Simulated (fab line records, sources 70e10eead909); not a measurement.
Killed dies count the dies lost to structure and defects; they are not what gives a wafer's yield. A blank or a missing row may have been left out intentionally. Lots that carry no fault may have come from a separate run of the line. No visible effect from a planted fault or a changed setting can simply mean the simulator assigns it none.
A struck lot beside a sound one | flow nand-harc | 18 steps out of a route of 1159
Sound: these wafers, L119.1, L119.3, L119.4. Wafers struck: L108.2, L108.3, L108.6. Last of all comes the cause.
At each step with rows: each side's tool, then ch and its chambers, then its first start. Under that, the readings that differ: sound wafers | struck wafers | difference of the means | sigmas: that difference in standard deviations of wafers without a fault.
alike: readings whose means differ by less than 2 such deviations, and words and numbers that are the same on both sides. not compared: withheld readings, readings that some wafer has no value for, bounds like >300 that may hide the same value, and numbers for which the record gives no deviation and whose values overlap.
A row with sigmas, a row that says differs or no value, or rows on one side alone: a step with any of these is where the two part. Non-overlapping numbers with no deviation appear without sigmas and do not part them. A reading that every wafer of one side lacks parts them only if that side has two wafers or more.

NHARC_P_M2_PRE_CLEAN_32: time 12 s.
  sound on pecvd-03 ch 0,1,2, day 10 22:35; struck on pecvd-04 ch 0,1, day 8 14:28
  alike: heater-power-w
NHARC_P_M2_DEP_33: deposits SiCN, target thk 30 nm.
  sound on pecvd-03 ch 0,1,2, day 10 22:41; struck on pecvd-04 ch 0,1, day 8 14:33
  alike: heater-power-w
NHARC_P_BONDPAD_DEP_00: deposits SiCN, target thk 250 nm.
  sound on pecvd-04 ch 0,1,2, day 10 23:07; struck on pecvd-01 ch 0,2, day 8 14:58
  alike: heater-power-w
NHARC_P_BONDPAD_CMP_32: polishes SiCN, target thk 200 nm.
  sound on cmp-02 ch 0,2,3, day 10 23:29; struck on cmp-02 ch 0,1,2, day 8 15:24
  alike: motor-current-A, slurry-flow-ml-min
NHARC_P_BONDPAD_THK_MEAS_33: measures by ellipsometry.
  sound: film-metro-01 at day 10 23:43; struck: film-metro-01 at day 8 15:37
  alike: thk-nm
then, 7 steps without rows for these wafers: NHARC_P_BONDPAD_SRD_34; NHARC_P_BONDPAD_DEHYDRATE_01 (time 120 s); NHARC_P_BONDPAD_HMDS_02 (time 30 s); NHARC_P_BONDPAD_COAT_36 (time 65 s); NHARC_P_BONDPAD_COAT_03 (resist thk 600 nm); NHARC_P_BONDPAD_SOFTBAKE_04 (time 70 s); NHARC_P_BONDPAD_EBR_05.
NHARC_P_BONDPAD_EXPOSE_06: exposes mask P BPAD.
  sound on krf-scanner-04 ch 0, day 11 00:08; struck on krf-scanner-01 ch 0, day 8 16:02
  reading              | sound             | struck            | difference | sigmas
  exposure-dose-mJ-cm2 | 37.09 37.05 37.03 | 49.91 49.94 49.91 | +12.86     | +99 or more
  alike: mask
then, 2 steps without rows for these wafers: NHARC_P_BONDPAD_PEB_07 (peb time 80 s); NHARC_P_BONDPAD_DEVELOP_08 (time 50 s).
NHARC_P_BONDPAD_CD_MEAS_09: the cd target is 500 nm.
  sound on cd-sem-02 ch 0, day 11 00:17; struck on cd-sem-03 ch 0, day 8 16:11
  reading    | sound             | struck            | difference | sigmas
  cd-nm (nm) | 500.1 496.9 501.1 | 508.7 506.6 511.2 | +9.5       | +4
NHARC_P_BONDPAD_OVL_MEAS_38:
  sound: overlay-02 at day 11 00:23; struck: overlay-02 at day 8 16:17
  alike: overlay-x-nm, overlay-y-nm
-- the record jumps here: 13 days lie between the struck wafers' starts before and after (it left off in module P_BONDPAD and takes up again in module END, whose first step shown is number 1159 of the route) --
NHARC_END_SORT_01:
  sound on prober-01 ch 0, day 23 21:11; struck on prober-02 ch 0, day 22 02:05
  alike: defect-limited-yield, killed-at-array, killed-at-other, killed-at-periphery, killed-dies, killed-open, killed-short, sort_bin_2_pct, sort_bin_3_pct, sort_bin_4_pct, sort-n-pass, sort-rim-yield-pct, sort-yield-pct

## WHERE THEY PART
At NHARC_P_BONDPAD_EXPOSE_06 first; at NHARC_P_BONDPAD_CD_MEAS_09 last (within this record only). Later steps at which nothing parts them and some readings are alike: NHARC_P_BONDPAD_OVL_MEAS_38, NHARC_END_SORT_01.

WHY: the cause the simulator had injected
Process parameters drifting: krf-scanner-01 at NHARC_P_BONDPAD_EXPOSE_06, beginning at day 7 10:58. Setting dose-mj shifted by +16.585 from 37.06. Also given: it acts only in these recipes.
